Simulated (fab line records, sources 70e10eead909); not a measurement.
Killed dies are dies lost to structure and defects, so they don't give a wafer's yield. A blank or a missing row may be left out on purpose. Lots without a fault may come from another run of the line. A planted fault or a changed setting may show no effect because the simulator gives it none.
Problem report in the 8D (eight disciplines) form, filled by code | flow nand_harc | the parts of the form that need people (team, actions taken, sign-off) are left out

1. THE PROBLEM
rf_fwd_power_W at NHARC_A_BONDPAD_ETCH_12 reads a mean of 296.7 W on 9 wafers of 3 lots; wafers without a fault read 496.7 W with a standard deviation of 1.7. That is -99 or more standard deviations from the usual mean.
The step: etches the open film in CHF3/O2, target depth 220 nm, time 110 s.
First seen on wafer L907.2, day 30 18:56, on rie_diel-11. The record holds 21 wafers of 7 lots with a number at this step. Rule for "out", or "out of limits": more than 4 standard deviations from the usual mean. The other wafers with a number count as sound.

2. WHAT IT IS AND WHAT IT IS NOT
question                    | is                             | is not
which readings at this step | rf_fwd_power_W, oes_product_au | chf3_flow_sccm, drypump_motor_current_A, rf_vpp_V, showerhead_plenum_p_Torr, throttle_valve_pct
which lots                  | L907, L909, L911               | L895, L896, L897, L900
which wafers of those lots  | all that have a number         | -
read on which tools         | rie_diel-11                    | -
when                        | from day 30 18:56              | up to then (12 sound wafers)

3. SUSPECTS, AND WHAT RULES EACH OUT
Counting: a tool at a process step up to the reading stays a suspect if it ran every lot that is out and no sound lot after the first of them.
- rie_diel-11 at NHARC_A_BONDPAD_DESCUM_11 (chemistry O2, time 3 s): kept. It ran every lot that is out, first L907 (day 30 18:44), and no sound lot after that; its last sound lot up to then is L900 (day 27 12:37).
- rie_diel-11 at NHARC_A_BONDPAD_ETCH_34 (etches the open film in N2/H2, target depth 60 nm, overetch 18 nm, time 65.91 s): kept. It ran every lot that is out, first L907 (day 30 18:50), and no sound lot after that; its last sound lot up to then is L900 (day 27 12:42).
- rie_diel-11 at NHARC_A_BONDPAD_ETCH_12 (etches the open film in CHF3/O2, target depth 220 nm, time 110 s): kept. It ran every lot that is out, first L907 (day 30 18:56), and no sound lot after that; its last sound lot up to then is L900 (day 27 12:47). Its own readings are out on those wafers: oes_product_au, rf_fwd_power_W.
Left after counting: rie_diel-11 at NHARC_A_BONDPAD_DESCUM_11, rie_diel-11 at NHARC_A_BONDPAD_ETCH_34, rie_diel-11 at NHARC_A_BONDPAD_ETCH_12.

4. THE CAUSE (what the simulator had put in)
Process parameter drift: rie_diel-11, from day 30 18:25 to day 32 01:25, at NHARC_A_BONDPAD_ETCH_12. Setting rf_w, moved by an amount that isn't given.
Counting left 3 suspects, and this tool is among them.

5. THE CHAIN OF EFFECTS, in route order
Each row: a reading whose mean over the struck wafers that have a number lies more than 3 standard deviations from the usual. Only readings for which the record gives a usual standard deviation are gone through. hours: the time from each lot's start at the first step in this table that gives one to its start at this step, as a median over the lots. sigmas: the change in usual standard deviations.
hours | step                    | reading        | usual      | on struck wafers | change | sigmas
0     | NHARC_A_BONDPAD_ETCH_12 | oes_product_au | 0.941 a.u. | 0.723            | -0.218 | -9.5
0     | NHARC_A_BONDPAD_ETCH_12 | rf_fwd_power_W | 496.7 W    | 296.7            | -200.0 | -99 or more
The process steps in it:
- NHARC_A_BONDPAD_ETCH_12: etches the open film in CHF3/O2, target depth 220 nm, time 110 s.
Later measuring or inspecting steps at which every struck wafer that the step has a row for has a number for every such reading, and none has moved that far: NHARC_A_BONDPAD_CD_MEAS_13.

6. WHAT WOULD HAVE CAUGHT IT SOONER
In this record the first reading out of limits was taken at day 30 18:56, 1 hour after the fault began at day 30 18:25.
